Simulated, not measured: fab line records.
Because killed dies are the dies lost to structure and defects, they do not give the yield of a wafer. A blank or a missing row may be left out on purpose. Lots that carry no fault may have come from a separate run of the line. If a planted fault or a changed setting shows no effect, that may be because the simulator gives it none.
Split-lot study + flow n5Finfet + 21 wafers read across 7 lots, on a route 1938 steps long

SPLIT DETAILS
At N5_BEOL_M2_DESCUM_33 (chemistry O2, time 7 s), the setting timeS was moved away from the recipe's 7 s on 7 of the 21 wafers read, by -22.3% to +10.5%. All remaining wafers had this setting at the recipe value.

SPLIT TO READING: what lies between them in the file, 1 step
- N5_BEOL_M2_ETCH_77: etches underlayer in N2/H2, target depth 6.5 nm, time 5.2 s

THE READING
CAR-EUV_of_BEOL_M2_COAT_22.thkNm (the simulator's own value, which no gauge read), in nm, at N5_BEOL_M2_ETCHBACK_99 (etches SiO2 in CHF3, target depth 5 nm, time 10.4 s). No usual value for it is given in the file. Average 10.4 nm, standard deviation 0.076 nm, over the 14 wafers here run with the recipe.

| wafer  | tool, chamber at the split | timeS as run, s | against the recipe | CAR-EUV_of_BEOL_M2_COAT_22.thkNm, nm | against lot-mates on the recipe |
|--------|----------------------------|-----------------|--------------------|--------------------------------------|---------------------------------|
| L074.1 | rieDiel-01, 2,3            | 5.948           | -15.0%             | 11                                   | +0.4                            |
| L074.3 | rieDiel-01, 2,3            | 5.948           | -15.0%             | 11                                   | +0.4                            |
| L074.6 | rieDiel-01, 0              | 7               | recipe             | 10.6                                 | -                               |
| L078.3 | rieDiel-04, 2,3            | 7               | recipe             | 10.4                                 | -                               |
| L078.6 | rieDiel-04, 2,3            | 7               | recipe             | 10.4                                 | -                               |
| L078.4 | rieDiel-04, 1              | 7               | recipe             | 10.4                                 | -                               |
| L081.1 | rieDiel-03, 0,1            | 7.734           | +10.5%             | 10.2                                 | -0.2                            |
| L081.4 | rieDiel-03, 1              | 7               | recipe             | 10.4                                 | -                               |
| L081.6 | rieDiel-03, 0,1            | 7.734           | +10.5%             | 10                                   | -0.4                            |
| L084.2 | rieDiel-03, 2              | 7               | recipe             | 10.4                                 | -                               |
| L084.3 | rieDiel-03, 0              | 5.436           | -22.3%             | 11.2                                 | +0.8                            |
| L084.5 | rieDiel-03, 1              | 5.436           | -22.3%             | 11                                   | +0.6                            |
| L087.4 | rieDiel-03, 2,0            | 7               | recipe             | 10.4                                 | -                               |
| L087.5 | rieDiel-03, 1              | 7               | recipe             | 10.4                                 | -                               |
| L087.6 | rieDiel-03, 2,0            | 7               | recipe             | 10.4                                 | -                               |
| L093.1 | rieDiel-04, 1              | 7               | recipe             | 10.4                                 | -                               |
| L093.2 | rieDiel-04, 3              | 7               | recipe             | 10.2                                 | -                               |
| L093.6 | rieDiel-04, 3              | 5.778           | -17.5%             | 10.8                                 | +0.5                            |
| L092.3 | rieDiel-03, 3,0,3          | 7               | recipe             | 10.4                                 | -                               |
| L092.5 | rieDiel-03, 3,0,3          | 7               | recipe             | 10.4                                 | -                               |
| L092.6 | rieDiel-03, 3,0,3          | 7               | recipe             | 10.4                                 | -                               |
The file does not say which wafer passed through which chamber wherever a row lists several chambers: such a row stands for several wafers.

THE FIT
A straight line over all 21 wafers: CAR-EUV_of_BEOL_M2_COAT_22.thkNm changes by -0.0314 nm for each +1% of timeS; r = -0.95; the points scatter about the line by 0.096 nm.
The same after taking each lot's own level away (the mean of its wafers on the recipe; 21 wafers): -0.0295 nm for each +1%; r = -0.98; scatter 0.06 nm.
On that fit, the largest move of timeS shifts the reading by 0.66 nm.
The span of the lots' own levels, 10.30 to 10.60 nm, comes to 4.0 times the standard deviation stated above.
The two slopes agree, so the slope changes little with the lot-to-lot level.
Check: +0.612 nm against its lot-mates is what the line predicts for one of the wafers moved furthest among these (-22.3%) when that wafer is left out of the fit. It came out at +0.8 nm against them.

THE WHOLE CHAIN: every reading that the file lists as answering this split, in the file's order
| step                   | what it does                                                | reading                                                                           | change (the file's fit)                | r (the file's) |
|------------------------|-------------------------------------------------------------|-----------------------------------------------------------------------------------|----------------------------------------|----------------|
| N5_BEOL_M2_DESCUM_33   | chemistry O2, time 7 s                                      | CAR-EUV_of_BEOL_M2_COAT_22.thkNm (the simulator's own value, which no gauge read) | -0.0343 nm for each +1% of the setting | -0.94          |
| N5_BEOL_M2_ETCH_77     | etches underlayer in N2/H2, target depth 6.5 nm, time 5.2 s | CAR-EUV_of_BEOL_M2_COAT_22.thkNm (the simulator's own value, which no gauge read) | -0.0373 nm for each +1% of the setting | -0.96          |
| N5_BEOL_M2_ETCHBACK_99 | etches SiO2 in CHF3, target depth 5 nm, time 10.4 s         | CAR-EUV_of_BEOL_M2_COAT_22.thkNm (the simulator's own value, which no gauge read) | -0.0294 nm for each +1% of the setting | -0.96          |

THE FILE'S OWN FIT
CAR-EUV_of_BEOL_M2_COAT_22.thkNm changes by -0.0294 nm for each +1% of timeS, r = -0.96.
